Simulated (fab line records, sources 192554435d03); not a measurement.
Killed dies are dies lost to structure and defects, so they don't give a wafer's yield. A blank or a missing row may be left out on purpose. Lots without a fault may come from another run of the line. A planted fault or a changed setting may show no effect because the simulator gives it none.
fab line records | flow n5_finfet
record lots=10 wafers=30 last_day=17
route steps=1938 shown HKMG_FIN@412
lots that met no fault: from a run of the same line without faults
start_h: hours from the record's first day to the start of the lot's first wafer shown | wait_h: hours since the lot's step before | " the same as in the row above | L1.1+2: a row that stands for several wafers | - no value, or no start given | * or withheld: withheld | < > ~ a bound
route shown NAME@n: a module of which the file shows steps, and the number in the route of the first | usual: mean/standard deviation of fault-free wafers | same: alike in all rows | chamber/n: place in a boat | sites: the reading at each site | _std_site: their standard deviation | _edge_site: outer sites' mean less inner sites' | radius_mm: how far each site lies from the wafer's centre | mask NAME#n: copy n | behind: the tool/chamber that last shaped the wafer | hold: why the lot was held/for how many hours/how that ended | device: the transistor (n, p or np) that didn't switch | end of line: the same wafers' tests at the end of the route | a step without rows: its recipe alone | killed: dies lost to structure and defects at the first sort, not the wafer's yield | map: a wafer's dies, x killed, . not, _ none there
set.NAME: the setting as run; set.NAME@STEP: as run at that earlier step | model.NAME: the simulator's own value behind a step, which no gauge read
steps of the route over a sample of lots; a table a step, a row a wafer
services: from which hour (start_h, from the record's first day; less than 0 if before it) a tool's chamber was out of use, for how many hours, and why
## steps
# step N5_HKMG_FIN_ALD_79
# recipe material=TiN target_thk_a=15 temp_c=400 ald_precursor_family=TiCl4 ald_co_reactant=NH3 pulse_time_s=1 purge_time_s=3 co_reactant_purge_time_s=2 co_reactant_pulse_time_s=2 ald_cycles=68 pressure_torr=3
# usual heater_power_w=863/63 precursor_pulse_height_rel=1.000/0.019
# columns lot.wafer tool chamber start_h wait_h heater_power_w precursor_pulse_height_rel
L208.1 ald_metal-03 2 73.79 0.0 880 0.978
L208.2 " 3 " " 840 1.012
L208.5 " 3 " " 855 1.003
L209.1 ald_metal-03 2 76.64 0.0 887 1.000
L209.2 " 1 " " 878 1.016
L209.3 " 0 " " 827 0.990
L214.4 ald_metal-04 3 112.06 0.0 834 0.963
L214.5 " 1 " " 876 0.991
L214.6 " 2 " " 715 0.995
L217.2 ald_metal-04 2 128.36 0.0 751 0.979
L217.4 " 1 " " 848 0.997
L217.6 " 1 " " 880 0.992
L218.1 ald_metal-04 0 132.16 0.0 932 0.995
L218.2 " 1 " " 876 0.990
L218.6 " 2 " " 738 0.981
L220.1 ald_metal-04 2 148.82 0.0 730 1.024
L220.2 " 3 " " 796 0.961
L220.4 " 2 " " 755 0.981
L223.1 ald_metal-01 1 164.01 0.0 1056 0.988
L223.3 " 2 " " 813 0.974
L223.4 " 0 " " 901 1.006
L222.1 ald_metal-03 1 169.03 0.0 865 0.999
L222.4 " 1 " " 845 1.006
L222.5 " 2 " " 867 0.977
L228.1 ald_metal-03 2 193.30 0.0 875 0.990
L228.2 " 0 " " 829 1.000
L228.6 " 2 " " 872 1.006
L231.1 ald_metal-01 3 214.33 0.0 809 0.987
L231.2 " 1 " " 1033 1.005
L231.3 " 2 " " 811 0.977
# step N5_HKMG_FIN_DESCUM_17
# recipe chemistry=O2 time_s=7.9 source_power_w=50 bias_power_w=20 pressure_mtorr=20 rf_frequency_hz=2.712e+07 temp_c=40 resist=CAR-ArF o2_flow_sccm=225
# usual drypump_motor_current_A=6.0/0.44 oes_product_au=0.77/0.088 rf_vpp_V=243.1/1.3 showerhead_plenum_p_Torr=2.09/0.061 throttle_valve_pct=20.36/0.26
# columns lot.wafer tool chamber start_h wait_h drypump_motor_current_A oes_product_au rf_hours_counter_h rf_vpp_V showerhead_plenum_p_Torr throttle_valve_pct
L208.1 rie_diel-03 0 75.81 0.0 5.4 0.75 153 242.6 2.10 20.45
L208.2 " 1 " " 6.6 0.92 22 241.8 2.05 19.99
L208.5 " 0 " " 5.3 0.75 - 243.0 2.10 20.45
L209.1 rie_diel-03 1 78.76 0.1 6.6 0.92 23 243.1 2.04 19.98
L209.2 " 0 " " 5.3 0.75 155 241.9 2.10 20.45
L209.3 " 3 " " 5.5 0.97 6 242.2 2.05 20.32
L214.4 rie_diel-03 3 114.16 0.1 5.5 0.93 15 242.2 2.05 20.33
L214.5 " 1 " " 6.5 0.89 - 243.2 2.04 20.00
L214.6 " 2 " " 6.0 0.74 - 243.4 2.16 20.91
L217.2 rie_diel-03 2 130.37 0.0 5.9 0.73 205 244.0 2.16 20.92
L217.4 " 3 " " 5.5 0.94 23 244.2 2.05 20.35
L217.6 " 3 " " 5.5 0.95 - 241.3 2.05 20.36
L218.1 rie_diel-04 1 134.09 0.0 6.1 0.71 210 245.2 2.17 20.24
L218.2 " 2 " " 6.4 0.72 194 243.6 2.05 20.53
L218.6 " 1 " " 6.1 0.70 - 244.7 2.17 20.23
L220.1 rie_diel-03 2 150.73 0.0 5.9 0.72 210 244.4 2.16 20.91
L220.2 " 1 " " 6.6 0.88 47 242.1 2.04 20.03
L220.4 " 0 " " 5.3 0.73 177 242.8 2.09 20.50
L223.1 rie_diel-04 2 166.12 0.0 6.4 0.70 207 243.0 2.05 20.53
L223.3 " 3 " " 6.1 0.81 113 242.4 2.02 20.13
L223.4 " 1 " " 6.0 0.70 - 244.5 2.17 20.26
L222.1 rie_diel-04 1 171.13 0.0 6.1 0.69 225 244.6 2.17 20.26
L222.4 " 2 " " 6.4 0.70 - 243.6 2.05 20.54
L222.5 " 1 " " 6.1 0.69 - 245.0 2.17 20.26
L228.1 rie_diel-04 1 195.73 0.1 6.1 0.68 239 242.2 2.16 20.27
L228.2 " 3 " " 6.1 0.80 127 242.1 2.01 20.16
L228.6 " 1 " " 6.1 0.68 - 244.9 2.16 20.27
L231.1 rie_diel-05 1 216.34 0.0 5.0 0.71 205 244.6 2.07 20.19
L231.2 " 0 " " 5.9 0.67 250 240.9 1.98 20.38
L231.3 " 3 " " 6.1 0.70 240 245.1 2.13 20.09
# step N5_HKMG_FIN_ETCH_31
# recipe chemistry=CF4 target=SiARC target_depth_a=455 mask_material=CAR-ArF time_s=75.8 ion_energy_ev=80 pressure_mtorr=40 source_w=545 bias_w=36 Ar_flow_sccm=100 cf4_flow_sccm=100 ends=cleared
# usual bias_w=35.99/0.11 drypump_motor_current_A=6.0/0.44 etch_rf_on_time_s=75.5/1.8 oes_product_au=0.66/0.075 rf_vpp_V=183.8/1.1 showerhead_plenum_p_Torr=2.14/0.052 throttle_valve_pct=15.59/0.24
# columns lot.wafer tool chamber start_h wait_h bias_w drypump_motor_current_A etch_rf_on_time_s oes_product_au rf_hours_counter_h rf_vpp_V showerhead_plenum_p_Torr throttle_valve_pct
L208.1 rie_diel-03 0 75.84 0.0 36.17 5.3 76.8 0.64 153 184.3 2.14 15.63
L208.2 " 1 " " 36.04 6.6 72.2 0.80 22 183.7 2.11 15.24
L208.5 " 0 " " 36.18 5.4 76.3 0.63 - 183.3 2.14 15.62
L209.1 rie_diel-03 1 78.79 0.0 35.84 6.6 73.1 0.79 23 184.1 2.11 15.25
L209.2 " 0 " " 36.10 5.3 76.5 0.63 155 183.4 2.14 15.63
L209.3 " 3 " " 35.92 5.5 74.0 0.83 6 182.9 2.12 15.54
L214.4 rie_diel-03 3 114.20 0.0 35.81 5.5 74.3 0.81 15 182.8 2.12 15.57
L214.5 " 1 " " 36.04 6.6 72.1 0.78 - 182.7 2.10 15.25
L214.6 " 2 " " 35.99 5.9 76.4 0.62 - 184.9 2.20 16.04
L217.2 rie_diel-03 2 130.41 0.0 37.81 6.0 76.4 0.62 205 190.4 2.20 16.06
L217.4 " 3 " " 37.95 5.5 73.0 0.79 23 189.9 2.12 15.58
L217.6 " 3 " " 37.91 5.5 72.6 0.80 - 188.5 2.12 15.57
L218.1 rie_diel-04 1 134.13 0.0 36.18 6.1 74.4 0.60 210 184.6 2.19 15.41
L218.2 " 2 " " 36.13 6.4 76.6 0.61 194 184.0 2.12 15.88
L218.6 " 1 " " 35.92 6.1 73.9 0.61 - 185.7 2.19 15.40
L220.1 rie_diel-03 2 150.76 0.0 37.86 6.0 74.8 0.62 210 190.4 2.20 16.06
L220.2 " 1 " " 37.77 6.6 70.6 0.77 47 188.4 2.10 15.28
L220.4 " 0 " " 37.74 5.3 74.4 0.63 177 188.3 2.14 15.67
L223.1 rie_diel-04 2 166.15 0.0 35.93 6.4 76.1 0.61 207 182.0 2.11 15.91
L223.3 " 3 " " 36.06 6.0 77.5 0.68 113 182.8 2.07 15.36
L223.4 " 1 " " 35.91 6.1 74.6 0.60 - 183.9 2.19 15.46
L222.1 rie_diel-04 1 171.17 0.0 35.91 6.1 74.1 0.61 225 185.9 2.19 15.44
L222.4 " 2 " " 35.91 6.3 75.2 0.60 - 181.8 2.11 15.91
L222.5 " 1 " " 35.91 6.0 74.3 0.60 - 186.4 2.19 15.44
L228.1 rie_diel-04 1 195.76 0.0 35.79 6.1 74.7 0.59 239 184.6 2.18 15.46
L228.2 " 3 " " 36.13 6.1 76.5 0.67 127 183.5 2.07 15.38
L228.6 " 1 " " 35.85 6.1 74.2 0.59 - 184.1 2.18 15.48
L231.1 rie_diel-05 1 216.37 0.0 36.08 5.0 76.9 0.60 205 183.5 2.13 15.50
L231.2 " 0 " " 35.88 5.9 75.4 0.58 250 182.7 2.02 15.58
L231.3 " 3 " " 36.10 6.1 76.5 0.59 240 184.8 2.19 15.50
# step N5_HKMG_FIN_STRIP_34
# recipe chemistry=CF4 resist=SiARC power_w=300 bias_power_w=75 pressure_mtorr=50 cf4_flow_sccm=150 rf_frequency_hz=6e+07
# usual drypump_motor_current_A=6.0/0.45 oes_product_au=0.76/0.079 rf_vpp_V=270.9/1.4 showerhead_plenum_p_Torr=1.79/0.04 throttle_valve_pct=13.56/0.24
# columns lot.wafer tool chamber start_h wait_h drypump_motor_current_A oes_product_au rf_hours_counter_h rf_vpp_V showerhead_plenum_p_Torr throttle_valve_pct
L208.1 rie_diel-03 0 76.09 0.0 5.3 0.74 153 271.7 1.79 13.59
L208.2 " 1 " " 6.6 0.89 22 271.5 1.77 13.19
L208.5 " 0 " " 5.4 0.74 - 271.0 1.79 13.60
L209.1 rie_diel-03 1 79.04 0.0 6.5 0.89 24 270.1 1.77 13.19
L209.2 " 0 " " 5.4 0.74 155 270.9 1.79 13.63
L209.3 " 3 " " 5.5 0.95 6 268.7 1.78 13.47
L214.4 rie_diel-03 0 114.46 0.0 5.3 0.73 - 270.8 1.79 13.64
L214.5 " 1 " " 6.6 0.87 - 269.6 1.76 13.22
L214.6 " 3 " " 5.5 0.93 - 271.4 1.78 13.48
L217.2 rie_diel-03 2 130.66 0.0 6.0 0.72 205 272.8 1.84 13.98
L217.4 " 3 " " 5.5 0.90 23 270.6 1.78 13.50
L217.6 " 3 " " 5.5 0.89 - 270.4 1.78 13.50
L218.1 rie_diel-04 1 134.37 0.0 6.1 0.70 210 271.7 1.84 13.43
L218.2 " 2 " " 6.4 0.71 194 271.5 1.78 13.88
L218.6 " 1 " " 6.1 0.70 - 273.6 1.84 13.46
L220.1 rie_diel-03 2 151.01 0.0 6.0 0.73 211 270.6 1.83 14.00
L220.2 " 1 " " 6.6 0.87 47 270.1 1.76 13.25
L220.4 " 0 " " 5.3 0.72 177 270.7 1.79 13.64
L223.1 rie_diel-04 2 166.40 0.0 6.4 0.70 208 269.4 1.78 13.92
L223.3 " 3 " " 6.1 0.79 113 267.9 1.73 13.32
L223.4 " 1 " " 6.0 0.69 - 272.8 1.83 13.48
L222.1 rie_diel-04 1 171.41 0.0 6.1 0.68 225 272.8 1.83 13.48
L222.4 " 2 " " 6.4 0.70 - 270.3 1.78 13.93
L222.5 " 1 " " 6.1 0.69 - 272.0 1.83 13.48
L228.1 rie_diel-04 1 196.01 0.0 6.1 0.68 239 273.1 1.83 13.51
L228.2 " 3 " " 6.1 0.78 127 269.5 1.73 13.36
L228.6 " 1 " " 6.1 0.68 - 272.9 1.83 13.50
L231.1 rie_diel-05 1 216.62 0.0 5.0 0.71 205 271.3 1.78 13.53
L231.2 " 0 " " 5.9 0.68 250 270.1 1.69 13.63
L231.3 " 3 " " 6.1 0.69 240 271.7 1.84 13.53
## services
# columns tool chamber start_h hours kind
ald_metal-04 - 84.85 1.1 repair
rie_diel-03 - 95.44 6.3 repair
rie_diel-04 1 111.29 4.4 repair
ald_metal-03 3 121.37 279.0 repair
rie_diel-04 0 137.60 42.6 repair
ald_metal-04 0 144.49 25.5 repair
rie_diel-05 - 172.74 15.6 pm
ald_metal-01 0 194.29 26.0 repair
rie_diel-05 2 209.68 - clean
rie_diel-05 2 209.68 - consumable_replace:focus_ring
rie_diel-05 2 209.68 - consumable_replace:showerhead
rie_diel-05 2 209.68 16.3 scheduled_down
rie_diel-05 2 209.68 16.3 vent_cycle
## key
first_sign step=N5_HKMG_FIN_ETCH_31 reading=bias_w direction=up sigmas=17 usual=* struck=*
effect step=N5_HKMG_FIN_ETCH_31 reading=rf_vpp_V direction=up sigmas=5.1 usual=183.8 struck=189.3
met_at N5_HKMG_FIN_ETCH_31
struck_lots L217,L220
tester_left_out L217,L220
not_acting_at N5_HKMG_FIN_ALD_79,N5_HKMG_FIN_DESCUM_17,N5_HKMG_FIN_STRIP_34
onset_between 114.20 130.41
fault kind=process_parameter_drift tool=rie_diel-03 chamber=- onset_h=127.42 steps=N5_HKMG_FIN_ETCH_31 channel=bias_w offset=* shape=step end_h=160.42 acts_in=* stated=*
# tester_left_out: of these lots the tester's yield and bins aren't shown, on N5 and GAA mostly nor the transistor test; their killed dies are dies lost to structure and defects alone, not to doping, threshold or leakage, so they don't give the yield
